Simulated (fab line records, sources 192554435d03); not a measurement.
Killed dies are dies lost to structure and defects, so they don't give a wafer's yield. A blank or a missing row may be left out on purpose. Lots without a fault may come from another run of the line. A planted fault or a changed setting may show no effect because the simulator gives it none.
Split-lot experiment | flow n5_finfet | 7 lots, 21 wafers read, on a route of 1938 steps

THE SPLIT
At N5_BEOL_M8_COAT_59 (time 60 s, resist thk 100 nm), the setting spin_rpm was moved away from the recipe's 1500 rpm on 10 of the 21 wafers read, by -10.6% to +10.7%. The other wafers ran this setting at the recipe's value.

FROM THE SPLIT TO THE READING: what the file shows between them, 4 steps
- N5_BEOL_M8_COAT_60: time 60 s, resist thk 35 nm
- N5_BEOL_M8_COAT_05: resist thk 90 nm
- N5_BEOL_M8_DESCUM_16: chemistry O2, time 7.9 s
- N5_BEOL_M8_ETCH_61: etches SiARC in CF4, target depth 45.5 nm, time 75.8 s

THE READING
etch.depth_nm (the simulator's own value, which no gauge read), in nm, at N5_BEOL_M8_ETCH_62 (etches SOC in N2/H2, target depth 110 nm, overetch 22 nm, time 165 s). The file gives no usual value for it. The 11 wafers here that ran the recipe average 100.06 nm, standard deviation 0.19 nm.

wafer  | tool, chamber at the split | spin_rpm as run, rpm | against the recipe | etch.depth_nm, nm | against lot-mates on the recipe
L074.2 | litho_track-04, 0          | 1500                 | recipe             | 100.2             | -
L074.3 | litho_track-04, 0          | 1500                 | recipe             | 100.2             | -
L074.5 | litho_track-04, 0          | 1442                 | -3.9%              | 102.2             | +2.00
L078.2 | litho_track-04, 0          | 1500                 | recipe             | 100.2             | -
L078.4 | litho_track-04, 0          | 1500                 | recipe             | 100               | -
L078.5 | litho_track-04, 0          | 1500                 | recipe             | 100.1             | -
L082.1 | litho_track-03, 0          | 1452                 | -3.2%              | 101.8             | +1.67
L082.3 | litho_track-03, 0          | 1500                 | recipe             | 99.95             | -
L082.5 | litho_track-03, 0          | 1500                 | recipe             | 100.3             | -
L088.3 | litho_track-04, 0          | 1355                 | -9.7%              | 105.5             | no lot-mate on the recipe
L088.4 | litho_track-04, 0          | 1355                 | -9.7%              | 105.3             | no lot-mate on the recipe
L088.6 | litho_track-04, 0          | 1355                 | -9.7%              | 105.6             | no lot-mate on the recipe
L094.1 | litho_track-05, 0          | 1354                 | -9.7%              | 104.9             | +4.83
L094.5 | litho_track-05, 0          | 1500                 | recipe             | 99.94             | -
L094.6 | litho_track-05, 0          | 1500                 | recipe             | 100.2             | -
L095.1 | litho_track-03, 0          | 1660                 | +10.7%             | 94.74             | -4.83
L095.2 | litho_track-03, 0          | 1500                 | recipe             | 99.57             | -
L095.4 | litho_track-03, 0          | 1660                 | +10.7%             | 94.97             | -4.60
L096.4 | litho_track-05, 0          | 1341                 | -10.6%             | 105.7             | +5.70
L096.5 | litho_track-05, 0          | 1500                 | recipe             | 100               | -
L096.6 | litho_track-05, 0          | 1341                 | -10.6%             | 105.8             | +5.80

THE FIT
A straight line over all 21 wafers: etch.depth_nm changes by -0.522 nm for each +1% of spin_rpm; r = -1.00; the points scatter about the line by 0.24 nm.
The same after taking each lot's own level away (the mean of its wafers on the recipe; 18 wafers): -0.49 nm for each +1%; r = -1.00; scatter 0.25 nm.
On that fit, the largest move of spin_rpm shifts the reading by 5.2 nm.
The lots' own levels span 99.570 to 100.200 nm, that is 3.3 times the standard deviation above.
So the lot-to-lot level changes the slope little: the two slopes agree.
Check: with one of the wafers moved furthest among these (+10.7%) left out of the fit, the line predicts -5.2 nm for it against its lot-mates. It came out at -4.83 nm against them.

OTHER SPLITS ON THESE WAFERS
These wafers also went through other splits before the reading. Each is held against what the fit with the lots' levels taken away leaves over:
other split on the same wafers | wafers away from the commonest value | r with etch.depth_nm (lot level and that fit taken away)
N5_BEOL_M8_PECVD_70 temp_c     | 6                                    | +0.26

THE WHOLE CHAIN: every reading that the file lists as answering this split, in the file's order
step               | what it does                                                         | reading                                                                        | change (the file's fit)               | r (the file's)
N5_BEOL_M8_COAT_59 | time 60 s, resist thk 100 nm                                         | SOC_of_BEOL_M8_COAT_59.thk_nm (the simulator's own value, which no gauge read) | -0.497 nm for each +1% of the setting | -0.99
N5_BEOL_M8_ETCH_62 | etches SOC in N2/H2, target depth 110 nm, overetch 22 nm, time 165 s | etch.depth_nm (the simulator's own value, which no gauge read)                 | -0.495 nm for each +1% of the setting | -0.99

THE FILE'S OWN FIT
etch.depth_nm changes by -0.495 nm for each +1% of spin_rpm, r = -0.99.
